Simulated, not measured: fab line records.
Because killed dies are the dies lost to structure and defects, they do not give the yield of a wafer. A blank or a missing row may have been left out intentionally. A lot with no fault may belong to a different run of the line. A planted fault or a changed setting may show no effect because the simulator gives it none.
A lot that was struck, set against a sound lot | flow nand_harc | 18 out of 1159 route steps
Sound: wafers L824.1, L824.3, L824.5. The struck wafers were L831.3, L831.4, L831.5. The cause is named last.
Each step with rows lists, per side, the tool, then ch with its chambers, then its first start. Under that, the readings that differ: sound wafers | struck wafers | difference of the means | sigmas: that difference in standard deviations of wafers without a fault.
alike: readings with means less than 2 such deviations apart, plus words and numbers identical on both sides. not compared: withheld readings, readings lacking a value on some wafer, bounds such as >300 that could conceal the same value, and numbers that have no deviation in the record and whose values overlap.
The two part at a step that has a row with sigmas, a row that says differs or no value, or rows on one side only. Non-overlapping numbers with no deviation appear without sigmas and do not part them. Lack of a reading on every wafer of one side parts them only where that side has two or more wafers.

NHARC_P_ZERO_WELL_CD_MEAS_24: the cd target is 720 nm.
  sound on cd_sem-02 ch 0, day 2 08:29; struck on cd_sem-03 ch 0, day 4 02:31
  alike: cd_nm
then, 1 step without rows for these wafers: NHARC_P_ZERO_WELL_HARDBAKE_25 (time 80 s).
NHARC_P_ZERO_WELL_DESCUM_26: chemistry O2, time 3 s.
  sound on rie_diel-01 ch 0,3, day 2 08:39; struck on rie_diel-09 ch 2,3, day 4 02:42
  alike: drypump_motor_current_A, oes_product_au, rf_vpp_V, showerhead_plenum_p_Torr, throttle_valve_pct
  not compared: rf_hours_counter_h
then, 9 steps without rows for these wafers: NHARC_P_ZERO_WELL_IMPLANT_27; NHARC_P_ZERO_WELL_IMPLANT_57; NHARC_P_ZERO_WELL_IMPLANT_58; NHARC_P_ZERO_WELL_STRIP_28 (strips in SPM, time 840 s); NHARC_P_ZERO_WELL_DEHYDRATE_29 (time 120 s); NHARC_P_ZERO_WELL_HMDS_30 (time 30 s); NHARC_P_ZERO_WELL_COAT_31; NHARC_P_ZERO_WELL_SOFTBAKE_32 (time 95 s); NHARC_P_ZERO_WELL_EBR_33.
NHARC_P_ZERO_WELL_EXPOSE_34: exposes mask P PWELL, target cd 720 nm.
  sound on krf_scanner-01 ch 0, day 2 09:55; struck on krf_scanner-01 ch 0, day 4 04:02
  reading | sound                         | struck                        | difference | sigmas
  mask    | P_PWELL#0 P_PWELL#0 P_PWELL#0 | P_NWELL#0 P_NWELL#0 P_NWELL#0 | differs    |
  alike: exposure_dose_mJ_cm2, stage_vel_mm_s
then, 2 steps without rows for these wafers: NHARC_P_ZERO_WELL_PEB_35 (peb time 85 s); NHARC_P_ZERO_WELL_DEVELOP_36 (time 70 s).
NHARC_P_ZERO_WELL_CD_MEAS_37: the cd target is 720 nm.
  sound on cd_sem-01 ch 0, day 2 10:04; struck on cd_sem-03 ch 0, day 4 04:11
  reading    | sound             | struck | difference                    | sigmas
  cd_nm (nm) | 718.9 720.3 718.0 | - - -  | no value on the struck wafers |
then, 1 step without rows for these wafers: NHARC_P_ZERO_WELL_HARDBAKE_38 (time 80 s).
-- jump in the record: it breaks off in module P_ZERO_WELL and resumes in module END (first step shown: number 1159 of the route), and 18 days separate the struck wafers' starts before and after --
NHARC_END_SORT_01:
  sound on prober-02 ch 0, day 20 16:38; struck on prober-01 ch 0, day 21 18:17
  reading             | sound    | struck      | difference | sigmas
  killed_at_periphery | 0 5 1    | 630 643 643 | +637       | +99 or more
  killed_dies         | 25 31 38 | 677 677 677 | +646       | +73
  alike: killed_at_array, killed_at_other, killed_open, killed_short

== WHERE THEY PART ==
Earliest at NHARC_P_ZERO_WELL_EXPOSE_34; latest, in this record, at NHARC_END_SORT_01.

WHY: what the simulator had put in
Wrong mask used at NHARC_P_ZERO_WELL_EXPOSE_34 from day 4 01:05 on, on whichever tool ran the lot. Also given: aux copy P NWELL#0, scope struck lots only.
